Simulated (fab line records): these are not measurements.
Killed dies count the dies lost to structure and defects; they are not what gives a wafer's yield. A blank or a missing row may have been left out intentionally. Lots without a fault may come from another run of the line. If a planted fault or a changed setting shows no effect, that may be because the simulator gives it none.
fab line records | flow n5Finfet
record: lots: 10 wafers: 28 lastDay: 18
route steps=1938 shown BEOL_M4@1070 PASSIVATION@1936
lots that met no fault: from a run of the same line without faults
startH: start of the lot's first displayed wafer, in hours after the record's first day | waitH: hours since the lot's step before | " as in the row above | L1.1+2: one row covering several wafers at once | - value missing, or start not given | * or withheld: withheld | < > ~ a bound
route shown NAME@n: names a module that has steps shown in the file, with the first one's number in the route | usual: average and standard deviation across the fault-free wafers | same: alike in all rows | chamber/n: place in a boat | sites: readings site by site | _std_site: the values' standard deviation | _edge_site: inner sites' mean taken away from outer sites' mean | radiusMm: for every site, how far away it sits from the centre of the wafer | mask NAME#n: copy n | behind: tool/chamber where the wafer was last shaped | hold: the reason the lot was held/the length of the hold in hours/how it ended | device: which transistor (n, p or np) failed to switch | end of line: the tests these same wafers got at the end of their route | a step with no rows: only its recipe | killed: at the first sort, the dies lost to defects and structure; wafer yield is something else | map: a wafer's dies, marking killed ones x, the rest . and places with no die _
set.NAME: the run value of the setting; set.NAME@STEP: its run value at that earlier step | model.NAME: the simulator's own value behind a step, which no gauge read
a sample of lots followed through the steps of the route, with each step as a table and each wafer as a row
services: from which hour (startH, from the record's first day; less than 0 if before it) a tool's chamber was out of use, for how many hours, and why
== steps ==
step: N5_BEOL_M4_TRENCH_ETCH_37
recipe: chemistry: C4F6/O2 targetDepthA: 555.55 target: SiOC timeS: 29.2 ionEnergyEv: 250 pressureMtorr: 30 sourceW: 355 biasW: 185 Ar_flow_sccm: 300 C4F6_flow_sccm: 10 O2_flow_sccm: 10
usual: drypumpMotorCurrentA: 5.7/0.35 oes_f_703_au: 0.82/0.083 oesProductAu: 0.82/0.084 rfVppV: 665/11 showerheadPlenumPTorr: 2.88/0.097 throttleValvePct: 20.93/0.21
columns lot.wafer tool chamber startH waitH drypumpMotorCurrentA oes_f_703_au oesProductAu rfHoursCounterH rfVppV showerheadPlenumPTorr throttleValvePct
L154.1 rieDiel-03 0 - - 5.5 0.71 0.71 195 683 2.92 21.20
L154.3 " 2 " " 5.7 0.74 0.75 166 645 2.74 20.86
L154.5 " 2 " " 5.7 0.74 0.75 - 645 2.74 20.86
L155.3 rieDiel-01 0 - - 6.2 0.82 0.79 126 660 2.88 21.10
L155.4 " 0 " " 6.2 0.83 0.79 - 660 2.88 21.10
L155.6 " 2 " " 6.2 0.95 0.96 - 676 2.95 21.05
L157.1 rieDiel-01 0 - - 6.2 0.82 0.79 133 659 2.88 21.09
L157.3 " 3 " " 5.1 0.97 0.96 6 654 3.01 20.57
L157.5 " 1 " " 5.9 0.78 0.77 - 679 2.97 20.71
L161.2 rieDiel-01 1 - - 5.9 0.77 0.77 126 680 2.97 20.72
L161.4 " 0 " " 6.2 0.81 0.78 144 661 2.87 21.11
L161.5 " 3 " " 5.1 0.94 0.93 - 656 3.01 20.59
L163.4 rieDiel-01 2 - - 6.2 0.91 0.93 34 674 2.94 21.09
L163.5 " 3 " " 5.1 0.94 0.92 - 654 3.01 20.56
L167.1 rieDiel-01 2 - - 6.2 0.89 0.92 41 675 2.94 21.10
L167.4 " 0 " " 6.2 0.80 0.77 150 660 2.87 21.12
L171.2 rieDiel-01 0 - - 6.2 0.79 0.77 156 661 2.86 21.13
L171.4 " 2 " " 6.2 0.88 0.90 48 675 2.93 21.12
L171.6 " 2 " " 6.2 0.88 0.91 - 675 2.93 21.11
L172.2 rieDiel-01 3 - - 5.1 0.90 0.88 35 656 3.00 20.61
L172.5 " 2 " " 6.2 0.87 0.90 - 674 2.93 21.11
L172.6 " 1 " " 5.9 0.75 0.75 - 678 2.96 20.75
L177.1 rieDiel-01 2 - - 6.2 0.85 0.88 69 675 2.92 21.12
L177.4 " 1 " " 5.9 0.73 0.73 - 679 2.95 20.78
L177.5 " 2 " " 6.2 0.85 0.87 - 675 2.92 21.15
L176.1 rieDiel-05 0 - - 5.8 0.70 0.71 229 661 2.77 20.71
L176.2 " 3 " " 5.3 0.86 0.86 59 663 2.75 21.06
L176.3 " 2 " " 5.8 0.88 0.86 70 664 2.76 21.19
step: N5_BEOL_M4_CVD_47
recipe: material: Co targetThkA: 30 tempC: withheld precursor: CCTBA/H2 pressureTorr: 30 timeS: 223.8
usual: runLengthS: 246.9/0.74
columns lot.wafer tool chamber startH waitH runLengthS sinceWetCleanH
L154.1 cvdCo-01 1 180.05 0.0 248.1 1159
L154.3 " 2 " " 246.7 262
L154.5 " 2 " " 246.7 -
L155.3 cvdCo-02 1 180.23 0.2 245.4 44
L155.4 " 1 " " 245.7 -
L155.6 " 0 " " 247.0 -
L157.1 cvdCo-02 1 195.24 0.1 245.7 59
L157.3 " 2 " " 247.0 496
L157.5 " 0 " " 247.3 -
L161.2 cvdCo-01 1 223.28 0.1 247.5 1202
L161.4 " 0 " " 246.5 -
L161.5 " 2 " " 247.2 -
L163.4 cvdCo-02 1 225.92 0.2 333.0 -
L163.5 " 0 " " 247.5 -
L167.1 cvdCo-02 1 248.17 0.0 245.5 112
L167.4 " 2 " " 334.4 -
L171.2 cvdCo-01 1 266.76 0.0 247.8 1245
L171.4 " 0 " " 246.9 -
L171.6 " 1 " " 247.7 -
L172.2 cvdCo-01 2 280.39 0.0 246.5 362
L172.5 " 1 " " 248.2 -
L172.6 " 0 " " 246.7 -
L177.1 cvdCo-01 0 321.59 0.1 246.7 863
L177.4 " 0 " " 246.1 -
L177.5 " 1 " " 247.4 -
L176.1 cvdCo-01 1 323.87 0.2 248.2 1303
L176.2 " 0 " " 246.4 865
L176.3 " 2 " " 246.9 406
step: N5_BEOL_M4_SPUTTER_48
recipe: material: Cu targetThkA: 45 tempC: -20 chamberPressurePa: 0.07 powerW: withheld timeS: 8.29
usual: throttleValvePct: 30.6/0.73
columns lot.wafer tool chamber startH waitH throttleValvePct
L154.1 pvdSputter-02 - 180.37 0.3 29.9
L154.3 " - " " 30.4
L154.5 " - " " 30.7
L155.3 pvdSputter-01 - 180.50 0.2 31.1
L155.4 " - " " 30.5
L155.6 " - " " 31.3
L157.1 pvdSputter-02 - 195.44 0.1 29.9
L157.3 " - " " 30.5
L157.5 " - " " 30.9
L161.2 pvdSputter-03 - 223.46 0.1 32.2
L161.4 " - " " 29.2
L161.5 " - " " 28.8
L163.4 pvdSputter-02 - 227.55 1.6 30.5
L163.5 " - " " 30.3
L167.1 pvdSputter-01 - 249.48 1.2 30.3
L167.4 " - " " 31.2
L171.2 pvdSputter-02 - 266.93 0.1 30.5
L171.4 " - " " 30.7
L171.6 " - " " 30.2
L172.2 pvdSputter-02 - 280.63 0.2 30.7
L172.5 " - " " 30.3
L172.6 " - " " 30.5
L177.1 pvdSputter-02 - 321.81 0.2 30.6
L177.4 " - " " 30.5
L177.5 " - " " 29.8
L176.1 pvdSputter-01 - 324.07 0.1 31.7
L176.2 " - " " 31.1
L176.3 " - " " 30.2
step: N5_BEOL_M4_ANNEAL_80
recipe: tempC: 400 timeS: 240 ambient: vacuum
usual: heaterPowerW: 838/55
columns lot.wafer tool chamber startH waitH heaterPowerW
L154.1 pvdSputter-02 - 180.67 0.0 761
L154.3 " - " " 905
L154.5 " - " " 814
L155.3 pvdSputter-01 - 180.80 0.0 853
L155.4 " - " " 863
L155.6 " - " " 838
L157.1 pvdSputter-02 - 195.74 0.0 773
L157.3 " - " " 835
L157.5 " - " " 836
L161.2 pvdSputter-03 - 223.76 0.0 937
L161.4 " - " " 844
L161.5 " - " " 831
L163.4 pvdSputter-02 - 227.85 0.0 930
L163.5 " - " " 853
L167.1 pvdSputter-01 - 249.78 0.0 872
L167.4 " - " " 819
L171.2 pvdSputter-02 - 267.23 0.0 905
L171.4 " - " " 823
L171.6 " - " " 889
L172.2 pvdSputter-02 - 280.93 0.0 899
L172.5 " - " " 832
L172.6 " - " " 810
L177.1 pvdSputter-02 - 322.11 0.0 808
L177.4 " - " " 940
L177.5 " - " " 758
L176.1 pvdSputter-01 - 324.37 0.0 740
L176.2 " - " " 823
L176.3 " - " " 910
step: N5_BEOL_M4_RC_MEAS_101
usual: DIBL_N: 35.4/2.1 DIBL_P: 34.8/2.6 IOFF_N: 0.15/0.037 IOFF_P: 0.19/0.037 ION_N: 677/16 ION_P: 462/9.3 SS_N: 71.4/0.75 SS_P: 72.9/0.77 VT_N: 250/3.7 VT_P: -251/3.5
columns lot.wafer tool chamber startH waitH DIBL_N[mV/V] DIBL_P[mV/V] IOFF_N[nA/um] IOFF_P[nA/um] ION_N[uA/um] ION_P[uA/um] SS_N[mV/dec] SS_P[mV/dec] VT_N[mV] VT_P[mV]
L154.1 prober-01 0 183.49 0.0 35.6 34.3 0.13 0.14 654 441 71.5 72.4 255 -257
L154.3 " 0 " " 39.3 38.9 0.22 0.20 684 455 73.0 73.8 247 -256
L154.5 " 0 " " 37.9 37.1 0.19 0.18 686 455 72.5 73.3 249 -254
L155.3 prober-02 0 183.90 0.3 34.8 32.0 0.13 0.19 679 472 70.9 72.6 250 -248
L155.4 " 0 " " 35.0 32.7 0.14 0.20 682 478 71.0 72.5 249 -250
L155.6 " 0 " " 33.1 30.1 0.11 0.17 672 470 70.0 72.6 253 -251
L157.1 prober-02 0 198.45 0.2 34.7 35.4 0.15 0.18 697 463 70.7 72.6 249 -256
L157.3 " 0 " " 31.1 31.0 0.09 0.13 665 461 70.3 71.1 256 -256
L157.5 " 0 " " 35.3 35.7 0.14 0.19 679 464 71.1 72.5 249 -252
L161.2 prober-01 0 226.99 0.6 35.8 35.1 0.16 0.19 697 474 71.5 72.5 246 -249
L161.4 " 0 " " 36.6 34.8 0.16 0.19 688 464 71.2 73.1 247 -251
L161.5 " 0 " " 36.7 35.7 0.16 0.20 690 471 71.1 72.8 247 -250
L163.4 prober-01 0 230.87 0.5 36.8 37.8 0.15 0.20 669 453 71.6 73.7 251 -255
L163.5 " 0 " " 36.8 36.9 0.16 0.19 668 457 71.8 73.4 249 -253
L167.1 prober-01 0 252.68 0.0 33.1 30.6 0.10 0.15 659 451 71.0 72.1 258 -251
L167.4 " 0 " " 35.3 34.9 0.14 0.21 679 469 71.3 73.1 249 -249
L171.2 prober-01 0 269.96 0.2 33.1 32.2 0.11 0.15 662 448 69.8 71.9 252 -255
L171.4 " 0 " " 32.3 31.9 0.11 0.15 682 472 70.4 73.0 253 -253
L171.6 " 0 " " 33.5 33.4 0.13 0.16 668 456 71.0 72.7 251 -251
L172.2 prober-01 0 283.74 0.2 33.2 32.4 0.11 0.15 670 451 70.2 72.3 255 -254
L172.5 " 0 " " 36.7 37.0 0.16 0.20 692 469 71.6 73.0 251 -251
L172.6 " 0 " " 34.9 35.9 0.14 0.20 669 463 70.1 73.3 251 -251
L177.1 prober-02 0 326.03 0.0 38.0 40.0 0.22 0.26 710 477 72.6 73.7 242 -247
L177.4 " 0 " " 36.1 37.1 0.18 0.23 701 476 71.7 73.3 247 -250
L177.5 " 0 " " 36.0 36.9 0.17 0.21 689 467 71.4 73.6 246 -250
L176.1 prober-01 0 327.31 0.0 35.5 35.0 0.15 0.23 676 468 71.7 73.1 254 -243
L176.2 " 0 " " 32.7 31.9 0.11 0.18 672 472 70.3 71.7 254 -247
L176.3 " 0 " " 35.4 36.6 0.16 0.25 688 474 71.5 72.9 249 -244
step: N5_PASSIVATION_PROBE_49
usual: defectLimitedYield: 90.5/1.7 killed_at_M0_to_M3: 37/12 killed_at_M4_up: 14/5.2 killedAtContacts: 12/5.9 killedAtFrontEnd: 45/14 killedAtOther: 3.5/2.8 killedDies: 112/21 killedOpen: 73/15 killedShort: 36/8.9 sort_bin_5_function: 5.6/1.2 sort_bin_6_memory: 3.5/0.68 sort_bin_8_speed: 0.01/0.1 sortNPass: 1068/21 sortYieldPct: 90.5/1.8
same: grossDies: 1180 killedAtBackSide: 0 sort_bin_4_leakage[%]: 0
columns lot.wafer tool chamber startH waitH defectLimitedYield[%] killed_at_M0_to_M3 killed_at_M4_up killedAtContacts killedAtFrontEnd killedAtOther killedDies killedOpen killedShort sort_bin_5_function[%] sort_bin_6_memory[%] sort_bin_8_speed[%] sortNPass sortYieldPct[%]
L154.1 prober-01 - 294.41 0.0 88.6 46 10 20 49 9 134 92 36 6.6 4.1 0 1046 88.6
L154.3 prober-01 - 294.51 0.1 88.5 43 6 26 60 1 136 88 44 7.3 4.0 0 1044 88.5
L154.5 prober-01 - 294.61 0.2 89.2 52 11 21 41 3 128 93 35 6.4 4.0 0 1052 89.2
L155.3 prober-02 - 301.02 0.1 91.2 26 22 7 48 1 104 55 46 5.2 3.2 0 1076 91.2
L155.4 prober-02 - 301.07 0.2 91.2 32 22 3 46 1 104 58 43 4.3 4.2 0 1076 91.2
L155.6 prober-02 - 301.17 0.3 93.1 25 18 4 30 4 81 50 30 3.8 2.7 0 1099 93.1
L157.1 prober-01 - 307.87 0.0 92.2 23 9 12 42 6 92 58 31 4.3 2.8 0 1088 92.2
L157.3 prober-01 - 307.97 0.1 91.9 34 14 15 32 0 95 55 37 5.3 2.4 0 1085 91.9
L157.5 prober-01 - 308.07 0.2 90.4 38 18 17 34 6 113 78 28 5.3 3.8 0 1067 90.4
L161.2 prober-02 - 336.67 0.1 90.4 32 22 13 43 3 113 76 29 5.7 3.7 0 1067 90.4
L161.4 prober-02 - 336.77 0.2 89.7 29 13 19 58 3 122 79 37 6.7 3.6 0 1058 89.7
L161.5 prober-02 - 336.82 0.2 92.5 37 9 7 33 2 88 61 22 4.7 2.4 0 1092 92.5
L163.4 prober-01 - 342.76 0.2 93.0 23 10 3 46 1 83 55 26 4.4 2.5 0 1097 93.0
L163.5 prober-01 - 342.81 0.2 93.0 27 9 8 38 1 83 50 30 4.3 2.4 0 1097 93.0
L167.1 prober-01 - 367.89 0.0 92.3 21 13 7 49 1 91 56 31 4.6 2.5 0 1089 92.3
L167.4 prober-01 - 368.04 0.2 90.3 28 17 19 49 2 115 81 31 5.7 3.6 0 1065 90.3
L171.2 prober-01 - 379.66 0.4 89.2 27 27 18 53 2 127 83 41 6.8 3.8 0 1053 89.2
L171.4 prober-01 - 379.76 0.5 89.5 28 17 17 60 2 124 75 44 6.2 3.7 0 1056 89.5
L171.6 prober-01 - 379.86 0.6 89.1 63 8 17 40 1 129 82 45 7.0 3.4 0 1051 89.1
L172.2 prober-01 - 391.50 0.1 85.4 60 12 18 77 5 172 114 54 10.0 4.2 0 1008 85.4
L172.5 prober-01 - 391.65 0.2 87.5 52 9 18 65 4 148 97 49 7.8 4.2 0 1032 87.5
L172.6 prober-01 - 391.70 0.3 89.6 38 12 12 57 4 123 78 39 6.2 3.9 0 1057 89.6
L176.1 prober-01 - 436.39 0.0 91.9 48 15 8 23 1 95 51 40 4.7 3.1 0.08 1085 91.9
L176.2 prober-01 - 436.44 0.1 94.8 18 12 11 18 2 61 39 21 3.2 1.6 0 1119 94.8
L176.3 prober-01 - 436.49 0.1 91.9 43 11 7 32 2 95 66 26 4.7 2.8 0 1085 91.9
L177.1 prober-01 - 438.05 0.0 91.9 35 9 10 37 4 95 54 35 4.7 3.1 0 1085 91.9
L177.4 prober-01 - 438.20 0.2 88.6 61 18 15 40 0 134 86 42 6.6 4.1 0 1046 88.6
L177.5 prober-01 - 438.25 0.2 94.7 13 11 6 29 3 62 43 17 3.0 2.2 0 1118 94.7
killed by level:class
L154.1 MOL_CONTACT_COAG:geometricParticle:open=16 BEOL_M3:geometricParticle:open=14 STI_FIN_REVEAL:geometricParticle:open=9 BEOL_M0_SAQP:geometricParticle:open=9 ILD0:geometricParticle:open=8 BEOL_M2:geometricParticle:open=8 FIN_SAQP:geometricParticle:open=7 BEOL_M0_SAQP:geometricParticle:short=6
L154.3 MOL_CONTACT_COAG:geometricParticle:open=19 BEOL_M0_SAQP:geometricParticle:short=18 FIN_SAQP:geometricParticle:open=16 STI_FIN_REVEAL:geometricParticle:open=11 BEOL_M0_SAQP:geometricParticle:open=11 DUMMY_GATE:geometricParticle:open=7 MOL_CONTACT_COAG:geometricParticle:short=7 BEOL_M2:geometricParticle:open=5
L154.5 MOL_CONTACT_COAG:geometricParticle:open=19 BEOL_M3:geometricParticle:open=14 STI_FIN_REVEAL:geometricParticle:open=11 BEOL_M2:geometricParticle:open=10 BEOL_M0_SAQP:geometricParticle:short=9 BEOL_M0_SAQP:geometricParticle:open=8 DUMMY_GATE:geometricParticle:open=6 FIN_SAQP:geometricParticle:open=5
L155.3 BEOL_M0_SAQP:geometricParticle:short=8 FIN_SAQP:geometricParticle:short=7 STI_FIN_REVEAL:geometricParticle:open=7 GATE_CUT:geometricParticle:short=7 FIN_SAQP:geometricParticle:open=6 STI_FIN_REVEAL:geometricParticle:short=5 DUMMY_GATE:geometricParticle:open=5 BEOL_M4:geometricParticle:open=5
L155.4 FIN_SAQP:geometricParticle:short=10 BEOL_M3:geometricParticle:open=9 STI_FIN_REVEAL:geometricParticle:open=8 BEOL_M1:geometricParticle:open=6 FIN_SAQP:geometricParticle:open=5 GATE_CUT:geometricParticle:short=5 GATE_CUT:geometricParticle:open=4 BEOL_M0_SAQP:geometricParticle:short=4
L155.6 BEOL_M2:geometricParticle:open=13 BEOL_M4:geometricParticle:open=8 FIN_SAQP:geometricParticle:short=5 FIN_SAQP:geometricParticle:open=4 ILD0:geometricParticle:short=4 GATE_CUT:geometricParticle:short=4 BEOL_M3:geometricParticle:short=4 STARTING-WAFER:geometricParticle:open=4
L157.1 MOL_CONTACT_COAG:geometricParticle:open=11 DUMMY_GATE:geometricParticle:open=7 FIN_SAQP:geometricParticle:open=5 STI_FIN_REVEAL:geometricParticle:open=5 GATE_CUT:geometricParticle:open=5 GATE_CUT:geometricParticle:short=5 BEOL_M0_SAQP:geometricParticle:open=5 FIN_SAQP:geometricParticle:short=4
L157.3 MOL_CONTACT_COAG:geometricParticle:open=11 BEOL_M0_SAQP:geometricParticle:short=9 BEOL_M0_SAQP:geometricParticle:open=7 BEOL_M4:geometricParticle:open=7 ILD0:geometricParticle:short=6 FIN_SAQP:geometricParticle:short=5 STI_FIN_REVEAL:geometricParticle:open=5 BEOL_M1:geometricParticle:open=5
L157.5 MOL_CONTACT_COAG:geometricParticle:open=15 BEOL_M0_SAQP:geometricParticle:open=10 BEOL_M2:geometricParticle:open=7 STI_FIN_REVEAL:geometricParticle:open=6 DUMMY_GATE:geometricParticle:open=6 BEOL_M0_SAQP:geometricParticle:short=6 BEOL_M3:geometricParticle:open=5 PAD_METAL:geometricParticle:open=5
L161.2 STI_FIN_REVEAL:geometricParticle:open=20 MOL_CONTACT_COAG:geometricParticle:open=11 BEOL_M0_SAQP:geometricParticle:short=8 BEOL_M0_SAQP:geometricParticle:open=7 BEOL_M4:geometricParticle:open=7 DUMMY_GATE:geometricParticle:open=5 GATE_CUT:geometricParticle:short=5 BEOL_M1:geometricParticle:open=4
L161.4 STI_FIN_REVEAL:geometricParticle:open=19 FIN_SAQP:geometricParticle:open=14 MOL_CONTACT_COAG:geometricParticle:open=11 FIN_SAQP:geometricParticle:short=8 BEOL_M3:geometricParticle:open=8 MOL_CONTACT_COAG:geometricParticle:short=7 DUMMY_GATE:geometricParticle:open=5 BEOL_M0_SAQP:geometricParticle:short=5
L161.5 FIN_SAQP:geometricParticle:open=12 BEOL_M0_SAQP:geometricParticle:open=7 BEOL_M0:geometricParticle:open=7 BEOL_M2:geometricParticle:open=5 BEOL_M3:geometricParticle:open=5 DUMMY_GATE:geometricParticle:open=4 GATE_CUT:geometricParticle:short=4 BEOL_M0_SAQP:geometricParticle:short=4
L163.4 FIN_SAQP:geometricParticle:open=16 FIN_SAQP:geometricParticle:short=8 STI_FIN_REVEAL:geometricParticle:open=5 GATE_CUT:geometricParticle:short=5 BEOL_M0_SAQP:geometricParticle:open=5 BEOL_M4:geometricParticle:open=5 BEOL_M2:geometricParticle:open=4 DUMMY_GATE:geometricParticle:open=3
L163.5 STI_FIN_REVEAL:geometricParticle:open=7 GATE_CUT:geometricParticle:short=6 BEOL_M2:geometricParticle:open=6 BEOL_M3:geometricParticle:open=6 FIN_SAQP:geometricParticle:short=5 MOL_CONTACT_COAG:geometricParticle:short=5 BEOL_M0:geometricParticle:open=5 FIN_SAQP:geometricParticle:open=4
L167.1 STI_FIN_REVEAL:geometricParticle:open=13 FIN_SAQP:geometricParticle:open=8 BEOL_M3:geometricParticle:open=7 FIN_SAQP:geometricParticle:short=5 ILD0:geometricParticle:short=5 MOL_CONTACT_COAG:geometricParticle:open=5 BEOL_M1:geometricParticle:open=5 STI_FIN_REVEAL:geometricParticle:short=3
L167.4 MOL_CONTACT_COAG:geometricParticle:open=16 BEOL_M1:geometricParticle:open=10 STI_FIN_REVEAL:geometricParticle:open=9 BEOL_M3:geometricParticle:open=7 FIN_SAQP:geometricParticle:open=6 DUMMY_GATE:geometricParticle:open=6 BEOL_M4:geometricParticle:open=6 STARTING-WAFER:geometricParticle:open=6
L171.2 STI_FIN_REVEAL:geometricParticle:open=16 MOL_CONTACT_COAG:geometricParticle:open=13 BEOL_M4:geometricParticle:open=13 DUMMY_GATE:geometricParticle:open=9 FIN_SAQP:geometricParticle:short=8 MOL_CONTACT_COAG:geometricParticle:short=5 BEOL_M1:geometricParticle:open=5 BEOL_M5:geometricParticle:open=5
L171.4 FIN_SAQP:geometricParticle:open=12 MOL_CONTACT_COAG:geometricParticle:open=12 BEOL_M4:geometricParticle:open=7 FIN_SAQP:geometricParticle:short=6 BEOL_M0_SAQP:geometricParticle:short=6 STI_FIN_REVEAL:geometricParticle:open=5 MOL_CONTACT_COAG:geometricParticle:short=5 BEOL_M4:geometricParticle:short=5
L171.6 BEOL_M0_SAQP:geometricParticle:open=27 BEOL_M0_SAQP:geometricParticle:short=17 MOL_CONTACT_COAG:geometricParticle:open=13 FIN_SAQP:geometricParticle:short=12 FIN_SAQP:geometricParticle:open=10 BEOL_M1:geometricParticle:open=5 STARTING-WAFER:geometricParticle:open=5 STI_FIN_REVEAL:geometricParticle:open=4
L172.2 STI_FIN_REVEAL:geometricParticle:open=40 BEOL_M3:geometricParticle:open=15 BEOL_M0_SAQP:geometricParticle:short=14 MOL_CONTACT_COAG:geometricParticle:open=13 BEOL_M0_SAQP:geometricParticle:open=11 FIN_SAQP:geometricParticle:short=9 STI_FIN_REVEAL:geometricParticle:short=6 GATE_CUT:geometricParticle:short=6
L172.5 STI_FIN_REVEAL:geometricParticle:open=28 BEOL_M0_SAQP:geometricParticle:short=17 MOL_CONTACT_COAG:geometricParticle:open=15 BEOL_M0_SAQP:geometricParticle:open=13 FIN_SAQP:geometricParticle:open=7 BEOL_M1:geometricParticle:open=7 FIN_SAQP:geometricParticle:short=6 STI_FIN_REVEAL:geometricParticle:short=6
L172.6 STI_FIN_REVEAL:geometricParticle:open=17 FIN_SAQP:geometricParticle:short=13 FIN_SAQP:geometricParticle:open=10 MOL_CONTACT_COAG:geometricParticle:open=9 BEOL_M0_SAQP:geometricParticle:short=9 BEOL_M0_SAQP:geometricParticle:open=9 BEOL_M2:geometricParticle:open=7 BEOL_M3:geometricParticle:open=7
L176.1 BEOL_M0_SAQP:geometricParticle:short=18 BEOL_M0_SAQP:geometricParticle:open=14 MOL_CONTACT_COAG:geometricParticle:open=7 BEOL_M3:geometricParticle:open=5 BEOL_M4:geometricParticle:open=5 FIN_SAQP:geometricParticle:short=4 BEOL_M2:geometricParticle:open=4 GATE_CUT:geometricParticle:short=3
L176.2 MOL_CONTACT_COAG:geometricParticle:open=8 FIN_SAQP:geometricParticle:short=7 BEOL_M4:geometricParticle:open=6 BEOL_M0_SAQP:geometricParticle:open=4 MOL_CONTACT_COAG:geometricParticle:short=3 BEOL_M0_SAQP:geometricParticle:short=3 BEOL_M3:geometricParticle:open=3 BEOL_M6:geometricParticle:open=3
L176.3 BEOL_M0_SAQP:geometricParticle:open=16 FIN_SAQP:geometricParticle:short=7 STI_FIN_REVEAL:geometricParticle:open=7 BEOL_M0_SAQP:geometricParticle:short=7 FIN_SAQP:geometricParticle:open=6 MOL_CONTACT_COAG:geometricParticle:open=6 DUMMY_GATE:geometricParticle:open=5 BEOL_M3:geometricParticle:open=5
L177.1 MOL_CONTACT_COAG:geometricParticle:open=8 BEOL_M0_SAQP:geometricParticle:short=8 FIN_SAQP:geometricParticle:short=6 DUMMY_GATE:geometricParticle:open=6 BEOL_M0_SAQP:geometricParticle:open=6 BEOL_M2:geometricParticle:open=6 DUMMY_GATE:geometricParticle:short=5 GATE_CUT:geometricParticle:short=5
L177.4 MOL_CONTACT_COAG:geometricParticle:open=13 BEOL_M0_SAQP:geometricParticle:short=12 BEOL_M2:geometricParticle:open=11 FIN_SAQP:geometricParticle:short=10 BEOL_M1:geometricParticle:open=8 FIN_SAQP:geometricParticle:open=7 BEOL_M0_SAQP:geometricParticle:open=6 BEOL_M0:geometricParticle:open=6
L177.5 STI_FIN_REVEAL:geometricParticle:short=5 STI_FIN_REVEAL:geometricParticle:open=5 MOL_CONTACT_COAG:geometricParticle:open=5 BEOL_M4:geometricParticle:open=5 FIN_SAQP:geometricParticle:open=4 STARTING-WAFER:geometricParticle:open=4 BEOL_M3:geometricParticle:open=3 DUMMY_GATE:geometricParticle:open=2
== services ==
columns tool chamber startH hours kind
rieDiel-05 - 180.40 15.6 pm
rieDiel-03 - 253.52 0.4 repair
rieDiel-05 0 265.47 8.7 repair
rieDiel-03 1 276.68 - clean
rieDiel-03 1 276.68 - consumableReplace:focusRing
rieDiel-03 1 276.68 - consumableReplace:showerhead
rieDiel-03 1 276.68 18.7 scheduledDown
rieDiel-03 1 276.68 18.7 ventCycle
rieDiel-05 2 279.25 2.4 repair
rieDiel-05 0 287.52 1.8 repair
rieDiel-01 3 288.67 23.6 repair
pvdSputter-02 - 288.91 7.9 repair
rieDiel-05 1 290.79 6.3 repair
rieDiel-03 0 293.22 10.1 repair
pvdSputter-02 - 303.50 6.2 repair
rieDiel-01 0 317.16 9.8 repair
rieDiel-05 1 317.84 8.7 repair
== key ==
firstSign: step: N5_BEOL_M4_CVD_47 reading: runLengthS direction: up sigmas: 99+ usual: * struck: *
effect none on later readings
metAt N5_BEOL_M4_CVD_47
struckLots L163,L167
struckWafers L163.4,L167.4
notActingAt N5_BEOL_M4_TRENCH_ETCH_37,N5_BEOL_M4_SPUTTER_48,N5_BEOL_M4_ANNEAL_80
onsetBetween 195.24 225.92
fault: kind: processParameterDrift tool: cvdCo-02 chamber: - onsetH: 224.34 steps: N5_BEOL_M4_CVD_47 channel: timeS offset: * shape: step endH: 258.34 scope: struckWafersOnly actsIn: * stated: *
